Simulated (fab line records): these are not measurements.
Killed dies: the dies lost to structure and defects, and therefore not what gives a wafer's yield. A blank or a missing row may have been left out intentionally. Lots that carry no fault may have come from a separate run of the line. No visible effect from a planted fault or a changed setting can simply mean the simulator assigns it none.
What tool caused it? / flow nandHarc / 27 wafers from 9 lots sampled at 6 of the route's 1302 steps

WHAT THE GAUGES SHOWED, per wafer
NHARC_END_WLT_00.
lot=L198; measured=day 24 12:43; on=prober-02; VT_DECK1_BOTTOM=6.002 6.038 6.014 6.019 6.000 6.003; VT_DECK1_BOTTOM_INNER=5.969 5.986 5.997 5.974 6.024 5.966; VT_DECK1_MEDIAN_NEAR_BOTTOM=5.972 6.015 6.025 5.993 6.041 5.967; VT_DECK1_MEDIAN_NEAR_BOTTOM_INNER=5.959 6.052 5.957 6.028 6.061 6.009; VT_DECK1_MIDDLE=6.020 6.045 6.045 6.046 6.024 5.995; VT_DECK1_MIDDLE_INNER=5.982 6.035 5.997 5.997 6.025 5.986; VT_DECK1_TOP=5.990 5.972 5.961 6.014 6.076 5.969; VT_DECK1_TOP_INNER=6.007 5.975 6.010 6.002 5.997 5.976; VT_DECK2_BOTTOM=5.981 6.028 6.017 5.971 5.988 5.993; VT_DECK2_BOTTOM_INNER=6.030 5.972 6.003 6.000 6.039 6.015; VT_DECK2_MEDIAN_NEAR_BOTTOM=5.991 5.966 6.004 6.004 5.975 6.032; VT_DECK2_MEDIAN_NEAR_BOTTOM_INNER=6.057 5.986 6.021 5.999 6.021 6.040; VT_DECK2_MIDDLE=6.010 6.001 6.053 5.980 6.009 5.931; VT_DECK2_MIDDLE_INNER=6.048 6.010 5.984 5.996 6.046 5.999; VT_DECK2_TOP=5.986 5.964 6.037 6.031 6.016 5.959; VT_DECK2_TOP_INNER=6.017 6.022 6.013 5.992 5.973 5.993
lot=L199; measured=day 26 00:56; on=prober-01; VT_DECK1_BOTTOM=6.036 5.987 6.029 5.977 6.013 5.998; VT_DECK1_BOTTOM_INNER=5.976 5.963 6.032 6.048 6.013 6.071; VT_DECK1_MEDIAN_NEAR_BOTTOM=5.957 6.006 5.998 6.039 6.001 5.947; VT_DECK1_MEDIAN_NEAR_BOTTOM_INNER=6.017 5.931 6.007 6.034 5.969 6.009; VT_DECK1_MIDDLE=6.030 5.984 6.011 6.058 6.015 6.018; VT_DECK1_MIDDLE_INNER=6.014 5.963 6.016 6.024 6.011 5.940; VT_DECK1_TOP=5.943 5.948 6.024 6.007 5.982 6.025; VT_DECK1_TOP_INNER=5.964 5.993 5.930 6.024 5.944 5.997; VT_DECK2_BOTTOM=5.980 5.979 5.992 5.981 5.990 5.993; VT_DECK2_BOTTOM_INNER=6.027 5.953 5.995 5.976 5.970 5.928; VT_DECK2_MEDIAN_NEAR_BOTTOM=6.049 6.002 5.983 6.022 5.930 6.034; VT_DECK2_MEDIAN_NEAR_BOTTOM_INNER=5.995 6.005 6.024 5.978 5.993 5.967; VT_DECK2_MIDDLE=6.064 6.046 6.008 5.972 5.938 6.015; VT_DECK2_MIDDLE_INNER=6.030 5.994 5.988 6.040 5.967 5.954; VT_DECK2_TOP=6.029 6.043 5.948 5.968 6.005 6.019; VT_DECK2_TOP_INNER=5.980 5.970 5.979 5.977 6.038 5.981
lot=L208; measured=day 29 09:46; on=prober-02; VT_DECK1_BOTTOM=0.870 0.853 0.871; VT_DECK1_BOTTOM_INNER=0.866 0.866 0.867; VT_DECK1_MEDIAN_NEAR_BOTTOM=0.869 0.863 0.872; VT_DECK1_MEDIAN_NEAR_BOTTOM_INNER=0.867 0.854 0.871; VT_DECK1_MIDDLE=0.877 0.874 0.884; VT_DECK1_MIDDLE_INNER=0.879 0.870 0.887; VT_DECK1_TOP=0.882 0.888 0.885; VT_DECK1_TOP_INNER=0.883 0.884 0.891; VT_DECK2_BOTTOM=0.880 0.878 0.869; VT_DECK2_BOTTOM_INNER=0.879 0.881 0.874; VT_DECK2_MEDIAN_NEAR_BOTTOM=0.872 0.876 0.879; VT_DECK2_MEDIAN_NEAR_BOTTOM_INNER=0.884 0.873 0.880; VT_DECK2_MIDDLE=0.893 0.886 0.880; VT_DECK2_MIDDLE_INNER=0.891 0.887 0.900; VT_DECK2_TOP=0.899 0.907 0.909; VT_DECK2_TOP_INNER=0.906 0.909 0.903
lot=L210; measured=day 29 08:32; on=prober-01; VT_DECK1_BOTTOM=0.867 0.855 0.850; VT_DECK1_BOTTOM_INNER=0.870 0.852 0.851; VT_DECK1_MEDIAN_NEAR_BOTTOM=0.862 0.851 0.850; VT_DECK1_MEDIAN_NEAR_BOTTOM_INNER=0.865 0.861 0.861; VT_DECK1_MIDDLE=0.873 0.868 0.864; VT_DECK1_MIDDLE_INNER=0.881 0.872 0.868; VT_DECK1_TOP=0.879 0.884 0.875; VT_DECK1_TOP_INNER=0.880 0.877 0.875; VT_DECK2_BOTTOM=0.860 0.871 0.876; VT_DECK2_BOTTOM_INNER=0.869 0.867 0.877; VT_DECK2_MEDIAN_NEAR_BOTTOM=0.874 0.870 0.875; VT_DECK2_MEDIAN_NEAR_BOTTOM_INNER=0.864 0.870 0.868; VT_DECK2_MIDDLE=0.872 0.877 0.887; VT_DECK2_MIDDLE_INNER=0.884 0.881 0.888; VT_DECK2_TOP=0.889 0.885 0.889; VT_DECK2_TOP_INNER=0.884 0.887 0.891
lot=L209; measured=day 29 16:23; on=prober-01; VT_DECK1_BOTTOM=0.860 0.862 0.873; VT_DECK1_BOTTOM_INNER=0.867 0.864 0.862; VT_DECK1_MEDIAN_NEAR_BOTTOM=0.872 0.860 0.873; VT_DECK1_MEDIAN_NEAR_BOTTOM_INNER=0.868 0.861 0.866; VT_DECK1_MIDDLE=0.880 0.874 0.879; VT_DECK1_MIDDLE_INNER=0.877 0.875 0.884; VT_DECK1_TOP=0.892 0.892 0.894; VT_DECK1_TOP_INNER=0.887 0.893 0.893; VT_DECK2_BOTTOM=0.871 0.860 0.858; VT_DECK2_BOTTOM_INNER=0.868 0.852 0.856; VT_DECK2_MEDIAN_NEAR_BOTTOM=0.866 0.862 0.862; VT_DECK2_MEDIAN_NEAR_BOTTOM_INNER=0.868 0.865 0.858; VT_DECK2_MIDDLE=0.875 0.875 0.875; VT_DECK2_MIDDLE_INNER=0.877 0.870 0.877; VT_DECK2_TOP=0.890 0.882 0.887; VT_DECK2_TOP_INNER=0.890 0.887 0.885
lot=L211; measured=day 30 11:24; on=prober-02; VT_DECK1_BOTTOM=0.850 0.870 0.876; VT_DECK1_BOTTOM_INNER=0.862 0.866 0.862; VT_DECK1_MEDIAN_NEAR_BOTTOM=0.867 0.870 0.866; VT_DECK1_MEDIAN_NEAR_BOTTOM_INNER=0.858 0.863 0.866; VT_DECK1_MIDDLE=0.874 0.883 0.879; VT_DECK1_MIDDLE_INNER=0.870 0.876 0.880; VT_DECK1_TOP=0.891 0.887 0.891; VT_DECK1_TOP_INNER=0.881 0.898 0.892; VT_DECK2_BOTTOM=0.872 0.880 0.868; VT_DECK2_BOTTOM_INNER=0.866 0.873 0.880; VT_DECK2_MEDIAN_NEAR_BOTTOM=0.875 0.873 0.879; VT_DECK2_MEDIAN_NEAR_BOTTOM_INNER=0.871 0.878 0.871; VT_DECK2_MIDDLE=0.881 0.892 0.883; VT_DECK2_MIDDLE_INNER=0.882 0.885 0.893; VT_DECK2_TOP=0.894 0.903 0.889; VT_DECK2_TOP_INNER=0.898 0.898 0.892
lot=L213; measured=day 30 10:54; on=prober-01; VT_DECK1_BOTTOM=0.867 0.862 0.862; VT_DECK1_BOTTOM_INNER=0.861 0.866 0.858; VT_DECK1_MEDIAN_NEAR_BOTTOM=0.860 0.858 0.861; VT_DECK1_MEDIAN_NEAR_BOTTOM_INNER=0.857 0.859 0.865; VT_DECK1_MIDDLE=0.876 0.865 0.873; VT_DECK1_MIDDLE_INNER=0.868 0.875 0.880; VT_DECK1_TOP=0.886 0.882 0.877; VT_DECK1_TOP_INNER=0.881 0.883 0.879; VT_DECK2_BOTTOM=0.866 0.867 0.867; VT_DECK2_BOTTOM_INNER=0.870 0.874 0.872; VT_DECK2_MEDIAN_NEAR_BOTTOM=0.869 0.873 0.880; VT_DECK2_MEDIAN_NEAR_BOTTOM_INNER=0.861 0.876 0.873; VT_DECK2_MIDDLE=0.876 0.885 0.887; VT_DECK2_MIDDLE_INNER=0.882 0.879 0.885; VT_DECK2_TOP=0.891 0.889 0.893; VT_DECK2_TOP_INNER=0.896 0.893 0.889
lot=L212; measured=day 30 19:38; on=prober-02; VT_DECK1_BOTTOM=0.862 0.873 0.862; VT_DECK1_BOTTOM_INNER=0.858 0.872 0.869; VT_DECK1_MEDIAN_NEAR_BOTTOM=0.859 0.870 0.864; VT_DECK1_MEDIAN_NEAR_BOTTOM_INNER=0.864 0.878 0.865; VT_DECK1_MIDDLE=0.875 0.877 0.880; VT_DECK1_MIDDLE_INNER=0.873 0.872 0.877; VT_DECK1_TOP=0.890 0.888 0.890; VT_DECK1_TOP_INNER=0.889 0.887 0.890; VT_DECK2_BOTTOM=0.876 0.871 0.869; VT_DECK2_BOTTOM_INNER=0.873 0.870 0.871; VT_DECK2_MEDIAN_NEAR_BOTTOM=0.869 0.867 0.873; VT_DECK2_MEDIAN_NEAR_BOTTOM_INNER=0.873 0.865 0.868; VT_DECK2_MIDDLE=0.889 0.878 0.885; VT_DECK2_MIDDLE_INNER=0.882 0.875 0.878; VT_DECK2_TOP=0.891 0.900 0.882; VT_DECK2_TOP_INNER=0.900 0.896 0.893
lot=L217; measured=day 33 02:02; on=prober-02; VT_DECK1_BOTTOM=0.877 0.877 0.880; VT_DECK1_BOTTOM_INNER=0.879 0.882 0.885; VT_DECK1_MEDIAN_NEAR_BOTTOM=0.881 0.887 0.882; VT_DECK1_MEDIAN_NEAR_BOTTOM_INNER=0.878 0.886 0.882; VT_DECK1_MIDDLE=0.892 0.899 0.887; VT_DECK1_MIDDLE_INNER=0.898 0.892 0.893; VT_DECK1_TOP=0.913 0.910 0.898; VT_DECK1_TOP_INNER=0.909 0.897 0.903; VT_DECK2_BOTTOM=0.885 0.880 0.880; VT_DECK2_BOTTOM_INNER=0.894 0.879 0.879; VT_DECK2_MEDIAN_NEAR_BOTTOM=0.892 0.877 0.886; VT_DECK2_MEDIAN_NEAR_BOTTOM_INNER=0.896 0.878 0.891; VT_DECK2_MIDDLE=0.894 0.891 0.898; VT_DECK2_MIDDLE_INNER=0.901 0.887 0.904; VT_DECK2_TOP=0.913 0.901 0.909; VT_DECK2_TOP_INNER=0.910 0.908 0.912

NHARC_END_SORT_01.
lot=L208; measured=day 29 12:46; on=prober-02; defectLimitedYield (%)=93.5 93.1 94.2; killedAtArray=39 44 37; killedAtOther=2 1 1; killedAtPeriphery=3 2 1; killedDies=44 47 39; killedOpen=2 5 3; killedShort=3 8 2; sort_bin_2_pct (%)=1.5 1.9 1.8; sort_bin_3_pct (%)=0.7 0.3 0.4; sort_bin_4_pct (%)=4.3 4.7 3.5; sortNPass=633 630 638; sortRimYieldPct (%)=93 89 95; sortYieldPct (%)=93.5 93.1 94.2
lot=L210; measured=day 29 11:35; on=prober-01; defectLimitedYield (%)=91.0 90.5 89.1; killedAtArray=58 59 67; killedAtOther=1 1 4; killedAtPeriphery=2 4 3; killedDies=61 64 74; killedOpen=2 1 4; killedShort=1 2 0; sort_bin_2_pct (%)=4.0 3.0 3.2; sort_bin_3_pct (%)=0.3 1.5 0.6; sort_bin_4_pct (%)=4.7 5.0 7.1; sortNPass=616 613 603; sortRimYieldPct (%)=95 78 92; sortYieldPct (%)=91.0 90.5 89.1
lot=L209; measured=day 29 19:25; on=prober-01; defectLimitedYield (%)=90.8 90.8 92.8; killedAtArray=58 54 46; killedAtOther=0 0 0; killedAtPeriphery=4 8 3; killedDies=62 62 49; killedOpen=5 3 5; killedShort=3 4 3; sort_bin_2_pct (%)=3.2 3.7 2.1; sort_bin_3_pct (%)=0.4 0.3 0.3; sort_bin_4_pct (%)=5.5 5.2 4.9; sortNPass=615 615 628; sortRimYieldPct (%)=90 89 89; sortYieldPct (%)=90.8 90.8 92.8
lot=L217; measured=day 33 05:18; on=prober-02; defectLimitedYield (%)=91.9 91.3 91.3; killedAtArray=52 59 56; killedAtOther=1 0 0; killedAtPeriphery=2 0 3; killedDies=55 59 59; killedOpen=2 0 6; killedShort=3 2 4; sort_bin_2_pct (%)=2.7 3.1 3.7; sort_bin_3_pct (%)=1.2 0.4 0.1; sort_bin_4_pct (%)=4.3 5.2 4.9; sortNPass=622 618 618; sortRimYieldPct (%)=92 93 91; sortYieldPct (%)=91.9 91.3 91.3

WHAT TOOL EACH LOT RAN ON (gives the tool, then ch and the chambers of the sampled wafers, and finally the start)
lot=L198; NHARC_A_CHANNEL_HOLE_D2_ETCH_26=harEtch-02 ch 0, day 14 04:27; NHARC_A_CHANNEL_HOLE_D2_ETCH_27=harEtch-02 ch 0, day 14 04:39; NHARC_A_CHANNEL_FILL_D2_ETCHBACK_20=rieDiel-08 ch 0,1,2, day 15 06:53; NHARC_A_CHANNEL_FILL_D2_CVD_05=lpcvdPoly-01, day 15 09:26
lot=L199; NHARC_A_CHANNEL_HOLE_D2_ETCH_26=harEtch-01 ch 0,1, day 15 00:00; NHARC_A_CHANNEL_HOLE_D2_ETCH_27=harEtch-01 ch 0,1, day 15 00:12; NHARC_A_CHANNEL_FILL_D2_ETCHBACK_20=rieDiel-08 ch 0,1,3, day 16 01:54; NHARC_A_CHANNEL_FILL_D2_CVD_05=lpcvdPoly-02, day 16 05:40
lot=L208; NHARC_A_CHANNEL_HOLE_D2_ETCH_26=harEtch-01 ch 0,1, day 18 06:07; NHARC_A_CHANNEL_HOLE_D2_ETCH_27=harEtch-01 ch 0,1, day 18 06:19; NHARC_A_CHANNEL_FILL_D2_ETCHBACK_20=rieDiel-05 ch 1,2, day 19 08:34; NHARC_A_CHANNEL_FILL_D2_CVD_05=lpcvdPoly-01 ch 0, day 19 11:07
lot=L210; NHARC_A_CHANNEL_HOLE_D2_ETCH_26=harEtch-01 ch 0,1, day 19 07:41; NHARC_A_CHANNEL_HOLE_D2_ETCH_27=harEtch-01 ch 0,1, day 19 07:53; NHARC_A_CHANNEL_FILL_D2_ETCHBACK_20=rieDiel-13 ch 1,3, day 20 10:02; NHARC_A_CHANNEL_FILL_D2_CVD_05=lpcvdPoly-02 ch 0, day 20 12:29
lot=L209; NHARC_A_CHANNEL_HOLE_D2_ETCH_26=harEtch-02 ch 0,1, day 19 09:16; NHARC_A_CHANNEL_HOLE_D2_ETCH_27=harEtch-02 ch 0,1, day 19 09:27; NHARC_A_CHANNEL_FILL_D2_ETCHBACK_20=rieDiel-08 ch 0,2,3, day 20 10:00; NHARC_A_CHANNEL_FILL_D2_CVD_05=lpcvdPoly-02 ch 0, day 20 12:29
lot=L211; NHARC_A_CHANNEL_HOLE_D2_ETCH_26=harEtch-01 ch 0,1, day 19 21:02; NHARC_A_CHANNEL_HOLE_D2_ETCH_27=harEtch-01 ch 0,1, day 19 21:15; NHARC_A_CHANNEL_FILL_D2_ETCHBACK_20=rieDiel-08 ch 0,2,3, day 20 23:24; NHARC_A_CHANNEL_FILL_D2_CVD_05=lpcvdPoly-02 ch 0, day 21 01:53
lot=L213; NHARC_A_CHANNEL_HOLE_D2_ETCH_26=harEtch-02 ch 0,1, day 19 22:07; NHARC_A_CHANNEL_HOLE_D2_ETCH_27=harEtch-02 ch 0,1, day 19 22:19; NHARC_A_CHANNEL_FILL_D2_ETCHBACK_20=rieDiel-05 ch 0,1,2, day 20 23:25; NHARC_A_CHANNEL_FILL_D2_CVD_05=lpcvdPoly-02 ch 0, day 21 01:53
lot=L212; NHARC_A_CHANNEL_HOLE_D2_ETCH_26=harEtch-01 ch 0,1, day 20 01:16; NHARC_A_CHANNEL_HOLE_D2_ETCH_27=harEtch-01 ch 0,1, day 20 01:28; NHARC_A_CHANNEL_FILL_D2_ETCHBACK_20=rieDiel-08 ch 2,3, day 21 06:09; NHARC_A_CHANNEL_FILL_D2_CVD_05=lpcvdPoly-03 ch 0, day 21 08:47
lot=L217; NHARC_A_CHANNEL_HOLE_D2_ETCH_26=harEtch-02 ch 0,1, day 22 04:47; NHARC_A_CHANNEL_HOLE_D2_ETCH_27=harEtch-02 ch 0,1, day 22 04:58; NHARC_A_CHANNEL_FILL_D2_ETCHBACK_20=rieDiel-13 ch 0,1,2, day 23 07:20; NHARC_A_CHANNEL_FILL_D2_CVD_05=lpcvdPoly-03 ch 0, day 23 09:56
- NHARC_A_CHANNEL_HOLE_D2_ETCH_26: etches the open film in C4F8/O2/Ar, time 224.1 s, target depth 300 nm.
- NHARC_A_CHANNEL_HOLE_D2_ETCH_27: etches the open film in C4F8/O2/Ar, time 90 s, target depth 400 nm.
- NHARC_A_CHANNEL_FILL_D2_ETCHBACK_20: etches the open film in C4F8/O2/Ar, target depth 27 nm, time 13.5 s.
- NHARC_A_CHANNEL_FILL_D2_CVD_05: deposits poly-Si, target thk 5 nm.

WHAT THE TOOLS THEMSELVES READ (means of the sampled wafers that have a number; where no wafer has one, the mark that the record gives instead)
NHARC_A_CHANNEL_HOLE_D2_ETCH_26.
lot=L198; tool=harEtch-02; c4f8FlowSccm (sccm)=11.43; drypumpMotorCurrentA (A)=5.26; showerheadPlenumPTorr (Torr)=3.60; throttleValvePct (%)=24.586
lot=L199; tool=harEtch-01; c4f8FlowSccm (sccm)=11.38; drypumpMotorCurrentA (A)=5.61; showerheadPlenumPTorr (Torr)=3.70; throttleValvePct (%)=24.589
lot=L208; tool=harEtch-01; c4f8FlowSccm (sccm)=11.39; drypumpMotorCurrentA (A)=5.51; showerheadPlenumPTorr (Torr)=3.64; throttleValvePct (%)=24.577
lot=L210; tool=harEtch-01; c4f8FlowSccm (sccm)=11.42; drypumpMotorCurrentA (A)=5.60; showerheadPlenumPTorr (Torr)=3.67; throttleValvePct (%)=24.594
lot=L209; tool=harEtch-02; c4f8FlowSccm (sccm)=11.36; drypumpMotorCurrentA (A)=5.27; showerheadPlenumPTorr (Torr)=3.89; throttleValvePct (%)=24.594
lot=L211; tool=harEtch-01; c4f8FlowSccm (sccm)=11.37; drypumpMotorCurrentA (A)=5.51; showerheadPlenumPTorr (Torr)=3.63; throttleValvePct (%)=24.581
lot=L213; tool=harEtch-02; c4f8FlowSccm (sccm)=11.39; drypumpMotorCurrentA (A)=5.27; showerheadPlenumPTorr (Torr)=3.89; throttleValvePct (%)=24.578
lot=L212; tool=harEtch-01; c4f8FlowSccm (sccm)=11.39; drypumpMotorCurrentA (A)=5.51; showerheadPlenumPTorr (Torr)=3.63; throttleValvePct (%)=24.591
lot=L217; tool=harEtch-02; c4f8FlowSccm (sccm)=11.39; drypumpMotorCurrentA (A)=5.27; showerheadPlenumPTorr (Torr)=3.79; throttleValvePct (%)=24.583

NHARC_A_CHANNEL_HOLE_D2_ETCH_27.
lot=L198; tool=harEtch-02; c4f8FlowSccm (sccm)=41.80; drypumpMotorCurrentA (A)=5.25; showerheadPlenumPTorr (Torr)=3.60; throttleValvePct (%)=27.623
lot=L199; tool=harEtch-01; c4f8FlowSccm (sccm)=41.57; drypumpMotorCurrentA (A)=5.58; showerheadPlenumPTorr (Torr)=3.70; throttleValvePct (%)=27.616
lot=L208; tool=harEtch-01; c4f8FlowSccm (sccm)=41.67; drypumpMotorCurrentA (A)=5.49; showerheadPlenumPTorr (Torr)=3.64; throttleValvePct (%)=27.617
lot=L210; tool=harEtch-01; c4f8FlowSccm (sccm)=41.77; drypumpMotorCurrentA (A)=5.63; showerheadPlenumPTorr (Torr)=3.66; throttleValvePct (%)=27.612
lot=L209; tool=harEtch-02; c4f8FlowSccm (sccm)=41.70; drypumpMotorCurrentA (A)=5.30; showerheadPlenumPTorr (Torr)=3.88; throttleValvePct (%)=27.616
lot=L211; tool=harEtch-01; c4f8FlowSccm (sccm)=41.60; drypumpMotorCurrentA (A)=5.52; showerheadPlenumPTorr (Torr)=3.63; throttleValvePct (%)=27.624
lot=L213; tool=harEtch-02; c4f8FlowSccm (sccm)=41.63; drypumpMotorCurrentA (A)=5.25; showerheadPlenumPTorr (Torr)=3.88; throttleValvePct (%)=27.625
lot=L212; tool=harEtch-01; c4f8FlowSccm (sccm)=41.69; drypumpMotorCurrentA (A)=5.50; showerheadPlenumPTorr (Torr)=3.63; throttleValvePct (%)=27.615
lot=L217; tool=harEtch-02; c4f8FlowSccm (sccm)=41.65; drypumpMotorCurrentA (A)=5.27; showerheadPlenumPTorr (Torr)=3.79; throttleValvePct (%)=27.618

NHARC_A_CHANNEL_FILL_D2_ETCHBACK_20.
lot=L198; tool=rieDiel-08; oesProductAu (a.u.)=0.99; rfVppV (V)=983
lot=L199; tool=rieDiel-08; oesProductAu (a.u.)=0.99; rfVppV (V)=977
lot=L208; tool=rieDiel-05; oesProductAu (a.u.)=0.93; rfVppV (V)=977
lot=L210; tool=rieDiel-13; oesProductAu (a.u.)=1.00; rfVppV (V)=970
lot=L209; tool=rieDiel-08; oesProductAu (a.u.)=0.99; rfVppV (V)=980
lot=L211; tool=rieDiel-08; oesProductAu (a.u.)=0.93; rfVppV (V)=979
lot=L213; tool=rieDiel-05; oesProductAu (a.u.)=1.02; rfVppV (V)=975
lot=L212; tool=rieDiel-08; oesProductAu (a.u.)=0.99; rfVppV (V)=977
lot=L217; tool=rieDiel-13; oesProductAu (a.u.)=0.99; rfVppV (V)=969

NHARC_A_CHANNEL_FILL_D2_CVD_05.
lot=L198; tool=lpcvdPoly-01; spikeTcBottomC (C)=-; spikeTcCentreC (C)=-
lot=L199; tool=lpcvdPoly-02; spikeTcBottomC (C)=-; spikeTcCentreC (C)=-
lot=L208; tool=lpcvdPoly-01; spikeTcBottomC (C)=570.9; spikeTcCentreC (C)=548.0
lot=L210; tool=lpcvdPoly-02; spikeTcBottomC (C)=573.8; spikeTcCentreC (C)=550.4
lot=L209; tool=lpcvdPoly-02; spikeTcBottomC (C)=574.9; spikeTcCentreC (C)=549.5
lot=L211; tool=lpcvdPoly-02; spikeTcBottomC (C)=573.0; spikeTcCentreC (C)=550.7
lot=L213; tool=lpcvdPoly-02; spikeTcBottomC (C)=574.5; spikeTcCentreC (C)=550.9
lot=L212; tool=lpcvdPoly-03; spikeTcBottomC (C)=571.8; spikeTcCentreC (C)=552.0
lot=L217; tool=lpcvdPoly-03; spikeTcBottomC (C)=572.5; spikeTcCentreC (C)=551.3

THE ANSWER, worked out from the rows above alone
Rule: usual is defined by the lots themselves. The widest of any qualifying gaps counts: lots, ordered by their means at a reading, are off when they make up no more than a third of the lots, leave a main group of 4 or more, and stand apart from it by 3 or more times the standard deviation of that group's means. The tables above print the reading to a certain number of digits; a main group whose means all agree to those digits is not used. Also off: a lot with no number at a reading for which 4 or more lots have one. All remaining lots with rows at the step are treated as sound. The gauges are gone through in route order, then the tools' own readings, and for those a lot's mean is taken as printed above. At the first step where some lot is off, the reading lying furthest off is the one used; lots without a number count as furthest.
Off: L198, L199, at NHARC_END_WLT_00 (VT_DECK2_MIDDLE). Mean 0.884 and standard deviation 0.0057 in the main group.
If a tool, at a process step before that reading, ran all the lots that are off and no sound lot after the first of them, it fits. The gauges at NHARC_END_WLT_00 aren't tried: what is off there is off at NHARC_A_CHANNEL_FILL_D2_CVD_05 too, on other tools, and a gauge's error can't cause that. Of those tried, none fits.

WHAT HAD BEEN PUT IN BY THE SIMULATOR
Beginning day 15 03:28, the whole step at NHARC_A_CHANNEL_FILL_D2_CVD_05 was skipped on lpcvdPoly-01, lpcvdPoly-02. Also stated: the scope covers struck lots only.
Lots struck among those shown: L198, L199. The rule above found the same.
